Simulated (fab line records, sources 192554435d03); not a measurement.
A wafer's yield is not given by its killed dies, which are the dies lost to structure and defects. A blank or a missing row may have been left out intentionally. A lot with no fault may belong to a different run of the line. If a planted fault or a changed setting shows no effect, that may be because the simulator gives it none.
fab line records ; flow n5-finfet ; part 1 of 2: steps 1 to 15 of 21
record: lots: 5; wafers: 15; last-day: 17
route steps=1938 shown HKMG_FIN@437
lots untouched by any fault: they come from a run of this same line in which no faults occurred
start-h: the number of hours between the record's first day and the start of the first shown wafer of the lot ; wait-h: how many hours have passed since the lot's step before this one ; " identical to the entry in the row above ; L1.1+2: several wafers, shown together as one row ; - no value, or no start was given ; * or withheld: withheld ; < > ~ a bound
route shown NAME@n: NAME is a module with steps in the file, n the number in the route of the first one ; usual: mean/standard deviation taken from wafers without a fault ; same: alike in all rows ; chamber/n: place in a boat ; sites: readings site by site ; _std_site: their standard deviation ; _edge_site: inner sites' mean taken away from outer sites' mean ; radius-mm: for every site, how far away it sits from the centre of the wafer ; mask NAME#n: copy n ; behind: the most recent tool/chamber to have shaped the wafer ; hold: the reason the lot was held/the length of the hold in hours/how it ended ; device: transistor that didn't switch, given as n, p or np ; end of line: tests run on the same wafers once the route is complete ; step lacking rows: just its recipe ; killed: not the wafer's yield, but the dies lost to structure and defects at the first sort ; map: dies across one wafer; x = killed, . = not, _ = none there
set.NAME: the setting as run; set.NAME@STEP: as run at that earlier step ; model.NAME: the simulator's own value behind a step, which no gauge read
lots seen at some steps along the route; tables by step, rows by wafer
services: when a tool's chamber went out of use (start-h, in hours from the record's first day, below 0 if earlier), for how many hours, and the reason
== steps ==
step: N5_HKMG_FIN_STRIP_34
recipe: chemistry: CF4; resist: SiARC; power-w: 300; bias-power-w: 75; pressure-mtorr: 50; cf4-flow-sccm: 150; rf-frequency-hz: 6e+07
usual: chamber-pressure-mTorr: 50.00/0.043; drypump-motor-current-A: 5.5/0.41; oes-product-au: 0.79/0.088; power-w: 300.1/0.95; rf-vpp-V: 271.1/1.7; showerhead-plenum-p-Torr: 1.79/0.069; throttle-valve-pct: 13.6/0.31
lot.wafer;tool;chamber;start-h;wait-h;chamber-pressure-mTorr;drypump-motor-current-A;oes-product-au;power-w;rf-hours-counter-h;rf-vpp-V;showerhead-plenum-p-Torr;throttle-valve-pct
L084.1;rie-diel-05;1;141.50;0.0;49.94;5.6;0.79;299.8;104;268.7;1.75;13.7
L084.3;rie-diel-05;3;141.50;0.0;50.06;6.3;0.93;300.3;9;269.7;1.77;13.1
L084.6;rie-diel-05;1;141.50;0.0;49.97;5.6;0.80;298.4;-;268.3;1.75;13.7
L087.3;rie-diel-03;2;157.58;0.0;49.97;6.0;0.88;299.9;29;273.8;1.89;13.2
L087.4;rie-diel-03;0;157.58;0.0;50.01;5.5;0.73;300.8;175;268.1;1.71;13.9
L087.6;rie-diel-03;1;157.58;0.0;50.03;5.0;0.68;301.0;-;268.4;1.70;13.9
L092.3;rie-diel-03;2;184.54;0.0;49.99;6.0;0.86;299.9;41;272.6;1.88;13.2
L092.4;rie-diel-03;0;184.54;0.0;49.97;5.5;0.72;300.5;185;270.5;1.71;14.0
L092.6;rie-diel-03;1;184.54;0.0;50.00;5.0;0.95;300.5;-;273.3;1.91;13.4
L094.1;rie-diel-03;1;199.16;0.0;49.98;5.0;0.92;300.0;5;274.4;1.91;13.4
L094.2;rie-diel-03;2;199.16;0.0;49.97;6.0;0.86;300.0;45;271.8;1.88;13.2
L094.6;rie-diel-03;0;199.16;0.0;50.00;5.5;0.71;300.5;-;268.4;1.71;14.0
L095.2;rie-diel-01;3;204.39;0.0;49.93;5.6;0.77;298.8;119;272.6;1.79;13.3
L095.3;rie-diel-01;1;204.39;0.0;50.03;5.0;0.68;300.0;233;272.2;1.85;14.0
L095.5;rie-diel-01;0;204.39;0.0;49.95;5.8;0.91;300.9;-;271.8;1.83;13.4
step: N5_HKMG_FIN_ETCH_35
recipe: chemistry: N2/H2; target: SOC; target-depth-a: 2158; ion-energy-ev: 65; bias-w: 5; source-w: 3000; time-s: 243.4; pressure-mtorr: 30; n2-flow-sccm: 200; h2-flow-sccm: 200
usual: chamber-pressure-mTorr: 29.999/0.026; drypump-motor-current-A: 5.6/0.41; oes-product-au: 0.79/0.097; rf-vpp-V: 141.7/1.1; showerhead-plenum-p-Torr: 2.54/0.1; throttle-valve-pct: 17.8/0.4
lot.wafer;tool;chamber;start-h;wait-h;chamber-pressure-mTorr;drypump-motor-current-A;oes-product-au;rf-hours-counter-h;rf-vpp-V;showerhead-plenum-p-Torr;throttle-valve-pct
L084.1;rie-diel-05;1;141.52;0.0;30.047;5.6;0.80;104;139.6;2.45;17.8
L084.3;rie-diel-05;3;141.52;0.0;29.994;6.3;0.95;9;142.7;2.47;17.1
L084.6;rie-diel-05;1;141.52;0.0;30.062;5.6;0.81;-;140.6;2.45;17.8
L087.3;rie-diel-03;2;157.60;0.0;29.972;6.0;0.93;30;143.3;2.68;17.3
L087.4;rie-diel-03;0;157.60;0.0;29.996;5.5;0.71;175;141.1;2.43;18.4
L087.6;rie-diel-03;1;157.60;0.0;29.995;5.0;0.69;-;139.4;2.41;18.2
L092.3;rie-diel-03;2;184.56;0.0;29.993;6.0;0.90;41;141.8;2.67;17.3
L092.4;rie-diel-03;0;184.56;0.0;29.995;5.5;0.71;185;140.8;2.43;18.4
L092.6;rie-diel-03;1;184.56;0.0;30.025;5.0;0.99;-;143.0;2.73;17.8
L094.1;rie-diel-03;1;199.18;0.0;30.016;5.0;0.96;5;141.6;2.73;17.8
L094.2;rie-diel-03;2;199.18;0.0;30.023;6.0;0.90;45;142.7;2.67;17.3
L094.6;rie-diel-03;0;199.18;0.0;30.016;5.5;0.70;-;140.9;2.42;18.4
L095.2;rie-diel-01;3;204.41;0.0;29.997;5.6;0.77;119;141.9;2.55;17.5
L095.3;rie-diel-01;1;204.41;0.0;30.008;5.0;0.68;233;142.0;2.63;18.5
L095.5;rie-diel-01;0;204.41;0.0;29.978;5.8;0.90;-;142.4;2.59;17.8
step: N5_HKMG_FIN_STRIP_92
recipe: chemistry: N2/H2; material: SOC; time-s: 20; power-w: 500; temp-c: 40; pressure-mtorr: 50; rf-frequency-hz: 6e+07; bias-power-w: 8; h2-frac: 0.5; n2-flow-sccm: 300; h2-flow-sccm: 300
usual: chamber-pressure-mTorr: 50.00/0.046; drypump-motor-current-A: 5.6/0.41; oes-product-au: 0.79/0.097; power-w: 500.0/1.4; rf-vpp-V: 54.2/0.91; showerhead-plenum-p-Torr: 3.35/0.13; throttle-valve-pct: 18.9/0.64
lot.wafer;tool;chamber;start-h;wait-h;chamber-pressure-mTorr;drypump-motor-current-A;oes-product-au;power-w;rf-hours-counter-h;rf-vpp-V;showerhead-plenum-p-Torr;throttle-valve-pct
L084.1;rie-diel-05;1;141.66;0.1;50.00;5.6;0.80;501.8;104;54.2;3.24;18.9
L084.3;rie-diel-05;3;141.66;0.1;50.01;6.3;0.94;497.2;9;54.6;3.26;18.2
L084.6;rie-diel-05;1;141.66;0.1;50.10;5.5;0.78;501.9;-;54.7;3.24;18.9
L087.3;rie-diel-03;2;157.75;0.1;49.99;6.0;0.92;501.6;30;53.3;3.53;18.2
L087.4;rie-diel-03;0;157.75;0.1;49.92;5.5;0.71;499.5;175;54.6;3.22;19.9
L087.6;rie-diel-03;1;157.75;0.1;49.94;5.0;0.68;500.7;-;56.0;3.19;19.2
L092.3;rie-diel-03;2;184.70;0.1;50.07;6.0;0.89;502.5;41;54.0;3.53;18.2
L092.4;rie-diel-03;0;184.70;0.1;50.06;5.5;0.71;501.4;185;53.9;3.21;19.9
L092.6;rie-diel-03;1;184.70;0.1;49.97;5.0;0.98;498.7;-;55.3;3.60;18.8
L094.1;rie-diel-03;1;199.33;0.1;50.01;5.0;0.97;499.8;5;55.4;3.59;18.8
L094.2;rie-diel-03;2;199.33;0.1;49.98;6.0;0.90;499.0;45;55.4;3.52;18.2
L094.6;rie-diel-03;0;199.33;0.1;50.05;5.6;0.70;502.2;-;53.5;3.21;19.9
L095.2;rie-diel-01;3;204.56;0.1;49.95;5.5;0.76;501.1;119;54.1;3.36;18.3
L095.3;rie-diel-01;1;204.56;0.1;50.00;5.1;0.69;498.8;233;54.9;3.47;20.3
L095.5;rie-diel-01;0;204.56;0.1;49.92;5.8;0.91;499.6;-;53.9;3.42;19.4
step: N5_HKMG_FIN_WET_ETCH_18
recipe: chemistry: SC1; target: TiN; mix: 1:1:5; temp-c: *; time-s: 55; target-depth-nm: 5.2; dry: ipa-marangoni; rinse-time-s: 30; rinse-temp-c: 23
usual: diw-flow-mL-min: 1071.6/3
same: rinse-time-s: 30
lot.wafer;tool;chamber;start-h;wait-h;diw-flow-mL-min
L084.1;wet-bench-05;2;141.75;0.1;1071.4
L084.3;wet-bench-05;4;141.75;0.1;1070.5
L084.6;wet-bench-05;5;141.75;0.1;1070.2
L087.3;wet-bench-06;1;157.83;0.1;1075.8
L087.4;wet-bench-06;6;157.83;0.1;1068.7
L087.6;wet-bench-06;2;157.83;0.1;1070.4
L092.3;wet-bench-01;4;184.79;0.1;1070.8
L092.4;wet-bench-01;1;184.79;0.1;1078.0
L092.6;wet-bench-01;5;184.79;0.1;1075.0
L094.1;wet-bench-05;1;199.41;0.1;1069.1
L094.2;wet-bench-05;5;199.41;0.1;1071.9
L094.6;wet-bench-05;4;199.41;0.1;1069.6
L095.2;wet-bench-01;3;204.64;0.1;1065.6
L095.3;wet-bench-01;4;204.64;0.1;1065.9
L095.5;wet-bench-01;7;204.64;0.1;1071.0
step: N5_HKMG_FIN_STRIP_19
recipe: chemistry: N2/H2; power-w: 2500; temp-c: 300; h2-frac: 0.65; time-s: 360; pressure-mtorr: withheld; n2-flow-sccm: 1750; h2-flow-sccm: 3250
usual: drypump-motor-current-A: 5.2/0.35; heater-power-w: 503/39
lot.wafer;tool;chamber;start-h;wait-h;drypump-motor-current-A;heater-power-w;rf-hours-counter-h
L084.1;plasma-asher-01;1;141.81;0.0;5.7;435;51
L084.3;plasma-asher-01;0;141.81;0.0;5.6;455;-
L084.6;plasma-asher-01;1;141.81;0.0;5.7;430;-
L087.3;plasma-asher-01;0;158.02;0.1;5.7;456;-
L087.4;plasma-asher-01;1;158.02;0.1;5.6;419;-
L087.6;plasma-asher-01;0;158.02;0.1;5.7;457;-
L092.3;plasma-asher-02;0;184.97;0.1;4.8;512;-
L092.4;plasma-asher-02;1;184.97;0.1;5.2;540;-
L092.6;plasma-asher-02;1;184.97;0.1;5.2;539;-
L094.1;plasma-asher-02;1;199.47;0.0;5.1;540;116
L094.2;plasma-asher-02;0;199.47;0.0;4.8;513;116
L094.6;plasma-asher-02;0;199.47;0.0;4.8;501;-
L095.2;plasma-asher-01;0;204.70;0.0;5.7;465;58
L095.3;plasma-asher-01;0;204.70;0.0;5.7;463;-
L095.5;plasma-asher-01;0;204.70;0.0;5.7;466;-
step: N5_HKMG_FIN_ALD_91
recipe: material: TiN; target-thk-a: 10; temp-c: 400; ald-precursor-family: TiCl4; ald-co-reactant: NH3; pulse-time-s: 1; purge-time-s: 3; co-reactant-purge-time-s: 2; co-reactant-pulse-time-s: 2; ald-cycles: 47; pressure-torr: 3
usual: chamber-pressure-Torr: 3.000/0.0065; heater-power-w: 904/170; precursor-pulse-height-rel: 1.000/0.021
lot.wafer;tool;chamber;start-h;wait-h;chamber-pressure-Torr;heater-power-w;precursor-pulse-height-rel
L084.1;ald-metal-03;2;142.19;0.3;2.995;798;1.018
L084.3;ald-metal-03;1;142.19;0.3;3.003;1112;0.971
L084.6;ald-metal-03;1;142.19;0.3;2.994;1142;0.994
L087.3;ald-metal-04;3;158.28;0.1;2.994;1115;1.015
L087.4;ald-metal-04;1;158.28;0.1;2.997;1039;0.978
L087.6;ald-metal-04;3;158.28;0.1;3.003;1086;1.021
L092.3;ald-metal-04;0;185.23;0.1;2.996;687;0.976
L092.4;ald-metal-04;3;185.23;0.1;2.994;1086;1.010
L092.6;ald-metal-04;3;185.23;0.1;3.001;1118;0.999
L094.1;ald-metal-03;0;199.85;0.3;3.003;662;0.967
L094.2;ald-metal-03;3;199.85;0.3;2.997;926;1.013
L094.6;ald-metal-03;1;199.85;0.3;3.001;1134;1.007
L095.2;ald-metal-02;3;205.09;0.3;3.004;836;0.995
L095.3;ald-metal-02;0;205.09;0.3;3.000;962;0.970
L095.5;ald-metal-02;2;205.09;0.3;2.995;824;0.994
step: N5_HKMG_FIN_COAT_85
recipe: resist: SOC; temp-c: 250; time-s: 60; spin-rpm: 1500; resist-thk-nm: 300
lot.wafer;tool;chamber;start-h;wait-h
L084.1+3+6;litho-track-02;0;142.47;0.2
L087.3+4+6;litho-track-05;0;158.56;0.2
L092.3+4+6;litho-track-05;0;185.52;0.2
L094.1+2+6;litho-track-02;0;200.13;0.2
L095.2+3+5;litho-track-02;0;205.37;0.2
step: N5_HKMG_FIN_ETCH_86
recipe: chemistry: N2/H2; target: SOC; target-depth-a: 3932; stop-on: TiN; ion-energy-ev: 100; bias-w: 61; pressure-mtorr: 30; source-w: 850; n2-flow-sccm: 200; h2-flow-sccm: 200
usual: chamber-pressure-mTorr: 30.005/0.027; drypump-motor-current-A: 5.6/0.41; oes-product-au: 0.78/0.092; rf-vpp-V: 240.8/1.6; showerhead-plenum-p-Torr: 2.54/0.1; throttle-valve-pct: 17.8/0.42
lot.wafer;tool;chamber;start-h;wait-h;chamber-pressure-mTorr;drypump-motor-current-A;oes-product-au;rf-hours-counter-h;rf-vpp-V;showerhead-plenum-p-Torr;throttle-valve-pct
L084.1;rie-diel-03;2;142.53;-;30.055;6.0;0.89;24;243.5;2.68;17.3
L084.3;rie-diel-03;1;142.53;-;30.066;5.0;0.68;245;239.0;2.41;18.1
L084.6;rie-diel-03;3;142.53;-;29.971;5.4;0.82;-;243.9;2.66;17.5
L087.3;rie-diel-03;3;158.62;-;30.007;5.5;0.82;77;243.6;2.66;17.5
L087.4;rie-diel-03;3;158.62;-;30.028;5.5;0.81;-;242.7;2.66;17.5
L087.6;rie-diel-03;2;158.62;-;30.005;6.0;0.89;-;243.5;2.68;17.3
L092.3;rie-diel-01;2;185.57;-;30.008;5.9;0.99;0;241.9;2.69;17.6
L092.4;rie-diel-01;3;185.57;-;29.972;5.6;0.77;113;240.9;2.55;17.4
L092.6;rie-diel-01;3;185.57;-;30.027;5.6;0.77;-;239.9;2.55;17.4
L094.1;rie-diel-03;2;200.19;-;30.002;6.0;0.85;45;243.3;2.67;17.3
L094.2;rie-diel-03;3;200.19;-;30.025;5.4;0.81;93;242.0;2.65;17.5
L094.6;rie-diel-03;2;200.19;-;30.025;6.0;0.86;-;242.2;2.67;17.3
L095.2;rie-diel-01;1;205.43;-;30.017;5.0;0.67;233;240.4;2.63;18.5
L095.3;rie-diel-01;0;205.43;-;30.053;5.8;0.90;19;241.7;2.59;17.8
L095.5;rie-diel-01;2;205.43;-;29.941;6.0;0.95;-;242.1;2.69;17.6
step: N5_HKMG_FIN_STRIP_89
recipe: chemistry: N2/H2; material: SOC; time-s: 20; power-w: 500; temp-c: 40; pressure-mtorr: 50; rf-frequency-hz: 6e+07; bias-power-w: 8; h2-frac: 0.5; n2-flow-sccm: 300; h2-flow-sccm: 300
usual: chamber-pressure-mTorr: 50.00/0.058; drypump-motor-current-A: 5.6/0.41; oes-product-au: 0.78/0.094; power-w: 500.2/1.6; rf-vpp-V: 54.2/0.89; showerhead-plenum-p-Torr: 3.36/0.13; throttle-valve-pct: 18.9/0.71
lot.wafer;tool;chamber;start-h;wait-h;chamber-pressure-mTorr;drypump-motor-current-A;oes-product-au;power-w;rf-hours-counter-h;rf-vpp-V;showerhead-plenum-p-Torr;throttle-valve-pct
L084.1;rie-diel-03;2;142.59;0.0;50.08;6.0;0.93;501.3;25;55.3;3.54;18.1
L084.3;rie-diel-03;1;142.59;0.0;49.99;5.0;0.69;499.1;245;53.4;3.19;19.2
L084.6;rie-diel-03;3;142.59;0.0;50.02;5.4;0.80;500.3;-;55.0;3.51;18.3
L087.3;rie-diel-03;3;158.68;0.0;49.94;5.4;0.79;498.3;78;53.6;3.51;18.3
L087.4;rie-diel-03;3;158.68;0.0;50.09;5.4;0.79;498.6;-;54.2;3.51;18.3
L087.6;rie-diel-03;2;158.68;0.0;49.95;6.0;0.92;497.4;-;55.5;3.53;18.1
L092.3;rie-diel-01;2;185.63;0.0;49.94;5.9;1.00;502.3;1;54.3;3.55;18.6
L092.4;rie-diel-01;3;185.63;0.0;50.01;5.6;0.77;500.5;113;54.5;3.37;18.3
L092.6;rie-diel-01;3;185.63;0.0;50.02;5.6;0.77;500.2;-;53.6;3.37;18.3
L094.1;rie-diel-03;2;200.25;0.0;50.10;6.0;0.88;501.1;45;54.6;3.52;18.2
L094.2;rie-diel-03;3;200.25;0.0;49.94;5.5;0.77;499.8;93;54.2;3.50;18.3
L094.6;rie-diel-03;2;200.25;0.0;50.03;6.0;0.88;501.5;-;53.6;3.52;18.2
L095.2;rie-diel-01;1;205.49;0.0;49.98;5.0;0.69;499.5;234;52.4;3.46;20.3
L095.3;rie-diel-01;0;205.49;0.0;50.00;5.8;0.91;499.5;19;53.6;3.42;19.3
L095.5;rie-diel-01;2;205.49;0.0;50.00;5.9;0.97;499.7;-;54.2;3.55;18.6
step: N5_HKMG_FIN_WET_ETCH_87
recipe: chemistry: SC1; target: TiN; mix: 1:2:40; temp-c: 50; time-s: 154.2; target-depth-nm: 4.7; dry: ipa-marangoni; rinse-time-s: 30; rinse-temp-c: 23
usual: diw-flow-mL-min: 1395/4.3
same: rinse-time-s: 30
lot.wafer;tool;chamber;start-h;wait-h;diw-flow-mL-min
L084.1;wet-bench-01;3;142.69;0.1;1394
L084.3;wet-bench-01;1;142.69;0.1;1395
L084.6;wet-bench-01;7;142.69;0.1;1381
L087.3;wet-bench-01;0;158.78;0.1;1396
L087.4;wet-bench-01;7;158.78;0.1;1398
L087.6;wet-bench-01;5;158.78;0.1;1393
L092.3;wet-bench-01;2;185.73;0.1;1396
L092.4;wet-bench-01;5;185.73;0.1;1394
L092.6;wet-bench-01;4;185.73;0.1;1392
L094.1;wet-bench-06;0;200.35;0.1;1405
L094.2;wet-bench-06;6;200.35;0.1;1391
L094.6;wet-bench-06;3;200.35;0.1;1397
L095.2;wet-bench-06;2;205.59;0.1;1398
L095.3;wet-bench-06;7;205.59;0.1;1396
L095.5;wet-bench-06;0;205.59;0.1;1389
step: N5_HKMG_FIN_STRIP_88
recipe: chemistry: N2/H2; power-w: 2500; temp-c: 300; h2-frac: 0.65; time-s: 360; pressure-mtorr: withheld; n2-flow-sccm: 1750; h2-flow-sccm: 3250
usual: drypump-motor-current-A: 5.3/0.36; heater-power-w: 498/39
lot.wafer;tool;chamber;start-h;wait-h;drypump-motor-current-A;heater-power-w;rf-hours-counter-h
L084.1;plasma-asher-01;0;142.78;0.0;5.7;471;51
L084.3;plasma-asher-01;0;142.78;0.0;5.7;468;-
L084.6;plasma-asher-01;1;142.78;0.0;5.6;437;-
L087.3;plasma-asher-01;0;158.99;0.1;5.8;474;-
L087.4;plasma-asher-01;1;158.99;0.1;5.7;439;-
L087.6;plasma-asher-01;0;158.99;0.1;5.7;470;-
L092.3;plasma-asher-02;1;185.94;0.1;5.1;539;-
L092.4;plasma-asher-02;0;185.94;0.1;4.9;510;-
L092.6;plasma-asher-02;0;185.94;0.1;4.8;507;-
L094.1;plasma-asher-02;0;200.44;0.0;4.9;526;116
L094.2;plasma-asher-02;1;200.44;0.0;5.1;550;116
L094.6;plasma-asher-02;1;200.44;0.0;5.1;522;-
L095.2;plasma-asher-02;0;205.68;0.0;4.8;522;117
L095.3;plasma-asher-02;1;205.68;0.0;5.2;539;-
L095.5;plasma-asher-02;0;205.68;0.0;4.8;513;-
step: N5_HKMG_FIN_NWFM_ALD_20
recipe: material: TiAlC; target-thk-a: 20; temp-c: 300; ald-precursor-family: TiCl4; ald-co-reactant: TEA; pulse-time-s: 3; purge-time-s: 2; co-reactant-purge-time-s: 2; co-reactant-pulse-time-s: 10; ald-cycles: 7; pressure-torr: 3
usual: chamber-pressure-Torr: 3.000/0.0067; heater-power-w: 506/86; precursor-pulse-height-rel: 0.999/0.019
lot.wafer;tool;chamber;start-h;wait-h;chamber-pressure-Torr;heater-power-w;precursor-pulse-height-rel
L084.1;ald-metal-03;1;143.17;0.3;3.001;646;1.008
L084.3;ald-metal-03;3;143.17;0.3;2.999;549;1.006
L084.6;ald-metal-03;2;143.17;0.3;3.010;437;0.955
L087.3;ald-metal-02;2;159.26;0.1;3.010;465;1.024
L087.4;ald-metal-02;3;159.26;0.1;2.993;465;1.018
L087.6;ald-metal-02;3;159.26;0.1;2.998;469;1.012
L092.3;ald-metal-03;0;186.21;0.1;2.999;387;1.036
L092.4;ald-metal-03;2;186.21;0.1;3.007;443;0.990
L092.6;ald-metal-03;3;186.21;0.1;3.003;543;0.988
L094.1;ald-metal-04;2;200.83;0.3;2.999;430;0.998
L094.2;ald-metal-04;3;200.83;0.3;3.001;627;0.989
L094.6;ald-metal-04;0;200.83;0.3;3.002;370;1.005
L095.2;ald-metal-04;2;206.06;0.3;3.011;432;0.989
L095.3;ald-metal-04;0;206.06;0.3;3.002;384;1.004
L095.5;ald-metal-04;2;206.06;0.3;2.998;416;0.982
step: N5_HKMG_FIN_ALD_71
recipe: material: TiN; target-thk-a: 10; temp-c: 400; ald-precursor-family: TiCl4; ald-co-reactant: NH3; pulse-time-s: 1; purge-time-s: 3; co-reactant-purge-time-s: 2; co-reactant-pulse-time-s: 2; ald-cycles: 47; pressure-torr: 3
usual: chamber-pressure-Torr: 3.000/0.0068; heater-power-w: 904/150; precursor-pulse-height-rel: 0.999/0.02
lot.wafer;tool;chamber;start-h;wait-h;chamber-pressure-Torr;heater-power-w;precursor-pulse-height-rel
L084.1;ald-metal-03;1;143.26;0.0;3.004;1135;0.959
L084.3;ald-metal-03;3;143.26;0.0;2.990;962;1.026
L084.6;ald-metal-03;2;143.26;0.0;2.986;774;1.041
L087.3;ald-metal-02;2;159.36;0.0;2.998;812;1.019
L087.4;ald-metal-02;3;159.36;0.0;2.997;841;0.994
L087.6;ald-metal-02;3;159.36;0.0;3.003;845;0.989
L092.3;ald-metal-03;0;186.30;0.0;2.996;667;0.992
L092.4;ald-metal-03;2;186.30;0.0;3.012;796;0.995
L092.6;ald-metal-03;3;186.30;0.0;3.007;974;0.987
L094.1;ald-metal-04;2;200.93;0.0;3.000;774;1.006
L094.2;ald-metal-04;3;200.93;0.0;3.008;1144;0.973
L094.6;ald-metal-04;0;200.93;0.0;3.010;666;0.984
L095.2;ald-metal-04;2;206.16;0.0;3.012;778;1.003
L095.3;ald-metal-04;0;206.16;0.0;2.992;682;1.020
L095.5;ald-metal-04;2;206.16;0.0;2.992;761;1.013
step: N5_HKMG_FIN_COAT_66
recipe: resist: SOC; temp-c: 250; time-s: 60; spin-rpm: 1500; resist-thk-nm: 300
lot.wafer;tool;chamber;start-h;wait-h
L084.1+3+6;litho-track-02;0;143.54;0.2
L087.3+4+6;litho-track-05;0;159.64;0.2
L092.3+4+6;litho-track-02;0;186.59;0.2
L094.1+2+6;litho-track-02;0;201.20;0.2
L095.2+3+5;litho-track-02;0;206.44;0.2
step: N5_HKMG_FIN_ETCH_67
recipe: chemistry: N2/H2; target: SOC; target-depth-a: 3889; stop-on: TiN; ion-energy-ev: 100; bias-w: 61; pressure-mtorr: 30; source-w: 850; n2-flow-sccm: 200; h2-flow-sccm: 200
usual: chamber-pressure-mTorr: 30.00/0.037; drypump-motor-current-A: 5.5/0.42; oes-product-au: 0.79/0.097; rf-vpp-V: 240.9/1.4; showerhead-plenum-p-Torr: 2.55/0.094; throttle-valve-pct: 17.7/0.4
lot.wafer;tool;chamber;start-h;wait-h;chamber-pressure-mTorr;drypump-motor-current-A;oes-product-au;rf-hours-counter-h;rf-vpp-V;showerhead-plenum-p-Torr;throttle-valve-pct
L084.1;rie-diel-01;3;143.60;-;30.05;5.6;0.78;93;240.7;2.56;17.4
L084.3;rie-diel-01;1;143.60;-;30.00;5.0;0.70;207;241.0;2.64;18.4
L084.6;rie-diel-01;1;143.60;-;30.05;5.0;0.70;-;242.3;2.64;18.4
L087.3;rie-diel-03;3;159.70;-;29.99;5.4;0.78;78;243.0;2.66;17.5
L087.4;rie-diel-03;2;159.70;-;30.04;6.0;0.89;-;244.4;2.68;17.3
L087.6;rie-diel-03;0;159.70;-;29.97;5.6;0.70;-;241.0;2.43;18.4
L092.3;rie-diel-01;2;186.64;-;30.05;5.9;0.99;1;243.0;2.69;17.6
L092.4;rie-diel-01;3;186.64;-;29.98;5.6;0.76;113;241.4;2.55;17.5
L092.6;rie-diel-01;3;186.64;-;30.04;5.6;0.76;-;240.1;2.55;17.5
L094.1;rie-diel-05;1;201.35;-;29.96;5.6;0.78;123;239.1;2.44;17.8
L094.2;rie-diel-05;2;201.35;-;29.93;5.7;0.67;239;239.9;2.48;17.9
L094.6;rie-diel-05;0;201.35;-;30.00;4.7;0.84;-;241.7;2.59;17.4
L095.2;rie-diel-05;2;206.50;-;30.01;5.7;0.67;240;241.1;2.48;17.9
L095.3;rie-diel-05;3;206.50;-;30.03;6.3;0.89;33;240.9;2.46;17.1
L095.5;rie-diel-05;1;206.50;-;30.00;5.6;0.78;-;240.6;2.44;17.8
